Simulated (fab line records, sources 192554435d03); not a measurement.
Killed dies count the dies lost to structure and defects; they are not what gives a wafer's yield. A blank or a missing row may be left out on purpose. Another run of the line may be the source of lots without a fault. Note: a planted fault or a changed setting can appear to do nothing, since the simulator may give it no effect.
Chamber matching | flow n5 finfet | N5_BEOL_M5_DEP_56 on pecvd-01: 3 sister chambers
The step deposits SiCN from 3MS/NH3, target thk 8 nm, time 14 s. 3 wafers are shown with their chamber, then 11 later ones without.

## WAFERS PAIRED WITH THEIR CHAMBERS
wafer  | chamber | throttle valve pct (%)
L092.1 | 1       | 9.1
L092.2 | 2       | 9.4
L092.4 | 0       | 8.9

## WAFERS MISSING THEIR CHAMBER
wafer  | throttle valve pct (%)
L092.5 | 9.6
L092.6 | 9.0
L095.1 | 8.6
L095.2 | 9.0
L095.3 | 9.4
L095.4 | 8.8
L095.5 | 9.5
L095.6 | 8.7
L094.2 | 8.8
L094.4 | 9.7
L094.5 | 9.0

## EACH ONE'S CHAMBER
wafer  | from the rows above          | in truth
L092.5 | can't be placed: 2 or 1      | 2
L092.6 | can't be placed: 0 or 1 or 2 | 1
L095.1 | can't be placed: 0 or 1      | 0
L095.2 | can't be placed: 0 or 1 or 2 | 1
L095.3 | can't be placed: 2 or 1      | 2
L095.4 | can't be placed: 0 or 1      | 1
L095.5 | can't be placed: 2 or 1      | 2
L095.6 | can't be placed: 0 or 1      | 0
L094.2 | can't be placed: 0 or 1      | 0
L094.4 | can't be placed: 2 or 1      | 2
L094.5 | can't be placed: 0 or 1 or 2 | 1
Placed correctly: 0 of 11. Can't be placed from these rows: 11 (the true chamber is among the candidates in 11). Placed wrongly: 0.
How it was worked out, from the rows above alone: a wafer's distance from a chamber is the root of the sum, over the readings, of the square of ((its reading less the chamber's mean) divided by the reading's scatter). If the next closest chamber is less than 2 further off than the closest, the wafer can't be placed; otherwise it belongs to the closest. For every chamber, the mean is computed from those of its wafers that are shown. The scatter: with one shown wafer a chamber, the root of the mean of the squares of how far each hidden wafer lies from its nearest shown one.
